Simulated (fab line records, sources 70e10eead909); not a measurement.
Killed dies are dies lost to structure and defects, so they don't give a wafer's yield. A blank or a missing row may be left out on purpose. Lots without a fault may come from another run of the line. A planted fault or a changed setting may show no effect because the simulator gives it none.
Which tool did it? | flow nand_harc | 7 lots, 21 wafers sampled, at 3 steps of a route of 1159

WHAT THE GAUGES READ, wafer by wafer
NHARC_A_BONDPAD_THK_MEAS_20: measures by xrf.
lot  | measured     | on            | thk_nm (nm)
L286 | day 19 16:59 | film_metro-02 | 170.8 169.5 169.7
L287 | day 19 21:19 | film_metro-01 | 169.4 169.3 169.0
L294 | day 22 23:55 | film_metro-01 | 170.1 168.2 170.4
L291 | day 24 06:18 | film_metro-02 | 170.5 168.0 168.2
L300 | day 24 23:32 | film_metro-02 | 168.5 168.9
L307 | day 25 08:11 | film_metro-02 | 169.2 170.3 169.9
L305 | day 25 17:17 | film_metro-01 | 170.6 173.2 169.7

WHICH TOOL RAN EACH LOT (tool, then ch and the chambers of the sampled wafers, then the start)
lot  | NHARC_A_WL_FILL_CVD_03        | NHARC_A_BONDPAD_ANNEAL_28
L286 | cvd_w-01 ch 0,1, day 16 11:57 | rtp_anneal-01 ch 0, day 19 16:19
L287 | cvd_w-01 ch 0,1, day 16 19:54 | rtp_anneal-01 ch 0, day 19 20:38
L294 | cvd_w-01 ch 0,1, day 19 07:58 | rtp_anneal-01 ch 0, day 22 23:14
L291 | cvd_w-01 ch 0,1, day 19 16:55 | rtp_anneal-01 ch 0, day 24 05:41
L300 | cvd_w-02 ch 0,1, day 20 01:52 | rtp_anneal-02 ch 0, day 24 22:52
L307 | cvd_w-01 ch 0,1, day 21 23:38 | rtp_anneal-02 ch 0, day 25 07:24
L305 | cvd_w-01 ch 0,1, day 22 06:28 | rtp_anneal-01 ch 0, day 25 16:37
- NHARC_A_WL_FILL_CVD_03: deposits W, target thk 40 nm, time 3302 s.
- NHARC_A_BONDPAD_ANNEAL_28: time 90 s.

THE ANSWER, worked out from the rows above alone
Rule: what is usual is taken from the lots themselves. Put in order of their means at a reading, lots are off if they are a third of the lots or fewer, leave a main group of 4 or more, and stand apart from it by a gap of 3 or more times the standard deviation of the main group's means; of several such gaps the widest counts. A main group whose means are all the same, to the digits that the tables above print for the reading, isn't used. A lot without any number at a reading at which 4 lots or more have one is off too. The other lots that the step has rows for count as sound.
No lot is off at any reading shown: from this, nothing can be told.

WHAT THE SIMULATOR HAD PUT IN
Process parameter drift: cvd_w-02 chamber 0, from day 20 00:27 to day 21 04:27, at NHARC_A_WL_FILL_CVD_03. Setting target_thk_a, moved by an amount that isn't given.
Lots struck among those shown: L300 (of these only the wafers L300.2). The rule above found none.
